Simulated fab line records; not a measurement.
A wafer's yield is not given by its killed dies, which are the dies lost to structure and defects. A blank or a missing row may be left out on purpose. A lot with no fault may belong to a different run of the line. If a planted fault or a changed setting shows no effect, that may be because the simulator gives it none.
Struck lot and sound lot, side by side :: flow nand harc :: 26 steps out of a route of 1302
Sound: these wafers, L725.1, L725.5, L725.6. Wafers L717.1, L717.4, L717.5 were the ones struck. The cause is given at the end.
At each step with rows: each side's tool, then ch and its chambers, then its first start. Under that, the readings that differ: sound wafers :: struck wafers :: difference of the means :: sigmas: that difference in standard deviations of wafers without a fault.
alike: readings with means less than 2 such deviations apart, plus words and numbers identical on both sides. not compared: withheld readings, readings lacking a value on some wafer, bounds such as >300 that could conceal the same value, and numbers that have no deviation in the record and whose values overlap.
A row with sigmas, a row that says differs or no value, or rows on one side alone: a step with any of these is where the two part. When numbers do not overlap yet have no deviation, they are printed without sigmas and do not part them. A reading missing from all wafers of one side parts the sides only when that side holds two or more wafers.

NHARC_P_ZERO_WELL_CD_MEAS_37: target cd 720 nm.
  sound on cd sem-03 ch 0, day 8 06:50; struck on cd sem-03 ch 0, day 4 22:05
  alike: cd nm
then, 1 step without rows for these wafers: NHARC_P_ZERO_WELL_HARDBAKE_38 (time 80 s).
NHARC_P_ZERO_WELL_DESCUM_39: chemistry O2, time 3 s.
  sound on rie diel-13 ch 0,1,3, day 8 07:02; struck on rie diel-05 ch 0,1,3, day 4 22:20
  alike: drypump motor current A, oes product au, rf vpp V, showerhead plenum p Torr, throttle valve pct
  not compared: rf hours counter h
then, 9 steps without rows for these wafers: NHARC_P_ZERO_WELL_IMPLANT_40; NHARC_P_ZERO_WELL_IMPLANT_59; NHARC_P_ZERO_WELL_IMPLANT_60; NHARC_P_ZERO_WELL_STRIP_41 (strips in SPM, time 840 s); NHARC_P_ZERO_WELL_DEHYDRATE_44 (time 120 s); NHARC_P_ZERO_WELL_HMDS_45 (time 30 s); NHARC_P_ZERO_WELL_COAT_46; NHARC_P_ZERO_WELL_SOFTBAKE_47 (time 95 s); NHARC_P_ZERO_WELL_EBR_48.
NHARC_P_ZERO_WELL_EXPOSE_49: exposes mask P HVPW, target cd 2000 nm.
  struck on krf scanner-04, day 4 23:32; sound on krf scanner-04 ch 0, day 8 08:19
  no value came back on the struck wafers for exposure dose mJ cm2, focus offset nm (nm); on the sound wafers exposure dose mJ cm2 reads 22.632 22.616 22.625
  alike: mask
then, 2 steps without rows for these wafers: NHARC_P_ZERO_WELL_PEB_50 (peb time 85 s); NHARC_P_ZERO_WELL_DEVELOP_51 (time 70 s).
NHARC_P_ZERO_WELL_CD_MEAS_52: target cd 2000 nm.
  sound on cd sem-01 ch 0, day 8 08:28; struck on cd sem-02 ch 0, day 4 23:41
reading: cd nm (nm)
sound: 1999.8 2001.0 2000.9
struck: - - -
difference: no value on the struck wafers
sigmas: 
then, 1 step without rows for these wafers: NHARC_P_ZERO_WELL_HARDBAKE_53 (time 80 s).
NHARC_P_ZERO_WELL_DESCUM_54: chemistry O2, time 3 s.
  sound on rie diel-05 ch 0,2,3, day 8 08:40; struck on rie diel-13 ch 2,3, day 4 23:53
reading: model.P_ZERO_WELL.cd nm (nm)
sound: 1999 2001 2001
struck: 720.7 722.3 721.7
difference: -1278.8
sigmas: 
  alike: drypump motor current A, oes product au, rf vpp V, showerhead plenum p Torr, throttle valve pct
  not compared: rf hours counter h
then, 5 steps without rows for these wafers: NHARC_P_ZERO_WELL_IMPLANT_55; NHARC_P_ZERO_WELL_IMPLANT_61; NHARC_P_ZERO_WELL_STRIP_56 (strips in SPM, time 840 s); NHARC_P_ZERO_WELL_PRECLEAN_68 (cleans in SC1, time 60 s); NHARC_P_ZERO_WELL_SRD_69.
NHARC_P_ZERO_WELL_RTA_42: time 300 s.
  sound on rtp anneal-02 ch 0, day 8 09:37; struck on rtp anneal-02 ch 0, day 5 00:52
  alike: anneal temp c max, lamp power pct, wafer_temp_C_max
NHARC_P_ZERO_WELL_INSPECT_43:
  sound: defect inspect-01 at day 8 10:17; struck: defect inspect-02 at day 5 01:32
reading: raw defect count
sound: 8 2 6
struck: 1103 1057 1118
difference: +1087
sigmas: +99 or more
-- break in the record here, with 22 days between the starts of the struck wafers on either side (left off in module P_ZERO_WELL, picked up again in module END, where the first step shown is number 1302 on the route) --
NHARC_END_SORT_01:
  sound on prober-01 ch 0, day 30 05:31; struck on prober-02 ch 0, day 27 10:05
reading: killed at periphery
sound: 4
struck: 594 591 609
difference: +594
sigmas: +99 or more

reading: killed dies
sound: 70
struck: 677 677 677
difference: +607
sigmas: +29
  alike: killed at array, killed at other, killed open, killed short

== WHERE THEY PART ==
First at NHARC_P_ZERO_WELL_EXPOSE_49; last, within this record, at NHARC_END_SORT_01.

WHY: the cause the simulator had injected
Skipped step whole: krf scanner-04, from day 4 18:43 on, at NHARC_P_ZERO_WELL_EXPOSE_49. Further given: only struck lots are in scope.
